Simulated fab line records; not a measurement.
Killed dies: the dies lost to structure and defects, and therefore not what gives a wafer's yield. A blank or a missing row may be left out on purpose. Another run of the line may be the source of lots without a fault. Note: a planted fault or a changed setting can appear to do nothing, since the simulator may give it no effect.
Chamber matching :: flow nandHarc :: rieDiel-08 running NHARC_A_STAIRCASE_TRIM_187: 4 sister chambers
The step chemistry O2, time 211.2 s. 8 wafers are shown with their chamber, then 10 later ones without.

## WAFERS PAIRED WITH THEIR CHAMBERS
wafer: L080.5
chamber: 3
showerheadPlenumPTorr (Torr): 3.35
oesProductAu (a.u.): 1.004

wafer: L085.3
chamber: 1
showerheadPlenumPTorr (Torr): 3.52
oesProductAu (a.u.): 1.008

wafer: L085.4
chamber: 2
showerheadPlenumPTorr (Torr): 3.31
oesProductAu (a.u.): 1.002

wafer: L085.5
chamber: 2
showerheadPlenumPTorr (Torr): 3.31
oesProductAu (a.u.): 1.004

wafer: L087.5
chamber: 0
showerheadPlenumPTorr (Torr): 3.64
oesProductAu (a.u.): 0.997

wafer: L087.6
chamber: 3
showerheadPlenumPTorr (Torr): 3.34
oesProductAu (a.u.): 1.001

wafer: L090.1
chamber: 1
showerheadPlenumPTorr (Torr): 3.51
oesProductAu (a.u.): 1.001

wafer: L090.2
chamber: 0
showerheadPlenumPTorr (Torr): 3.64
oesProductAu (a.u.): 0.992

## WAFERS WITH NO CHAMBER GIVEN
wafer: L090.6
showerheadPlenumPTorr (Torr): 3.34
oesProductAu (a.u.): 1.000

wafer: L092.1
showerheadPlenumPTorr (Torr): 3.64
oesProductAu (a.u.): 0.993

wafer: L092.3
showerheadPlenumPTorr (Torr): 3.51
oesProductAu (a.u.): 0.999

wafer: L092.5
showerheadPlenumPTorr (Torr): 3.33
oesProductAu (a.u.): 0.996

wafer: L095.1
showerheadPlenumPTorr (Torr): 3.33
oesProductAu (a.u.): 1.009

wafer: L095.4
showerheadPlenumPTorr (Torr): 3.30
oesProductAu (a.u.): 1.008

wafer: L095.5
showerheadPlenumPTorr (Torr): 3.33
oesProductAu (a.u.): 0.999

wafer: L096.2
showerheadPlenumPTorr (Torr): 3.30
oesProductAu (a.u.): 1.013

wafer: L096.4
showerheadPlenumPTorr (Torr): 3.33
oesProductAu (a.u.): 1.009

wafer: L096.6
showerheadPlenumPTorr (Torr): 3.51
oesProductAu (a.u.): 0.999

## WHICH CHAMBER EACH WENT THROUGH
wafer: L090.6
from the rows above: 3
in truth: 3

wafer: L092.1
from the rows above: 0
in truth: 0

wafer: L092.3
from the rows above: 1
in truth: 1

wafer: L092.5
from the rows above: can't be placed: 3 or 2
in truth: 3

wafer: L095.1
from the rows above: can't be placed: 3 or 2
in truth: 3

wafer: L095.4
from the rows above: 2
in truth: 2

wafer: L095.5
from the rows above: can't be placed: 3 or 2
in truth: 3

wafer: L096.2
from the rows above: 2
in truth: 2

wafer: L096.4
from the rows above: can't be placed: 3 or 2
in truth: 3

wafer: L096.6
from the rows above: 1
in truth: 1
6 of 10 placed correctly. Unplaceable from these rows: 4, with the true chamber sitting among the candidates in 4. Placed wrongly: 0.
How it was worked out, from the rows above alone: a wafer's distance from a chamber is the root of the sum, over the readings, of the square of ((its reading less the chamber's mean) divided by the reading's scatter). The wafer belongs to the nearest chamber; if the next one is less than 2 further off, it can't be placed. For every chamber, the mean is computed from those of its wafers that are shown. The scatter: the root of (the sum of the squares of (reading less its chamber's mean) over the shown wafers, divided by (wafers less chambers)).
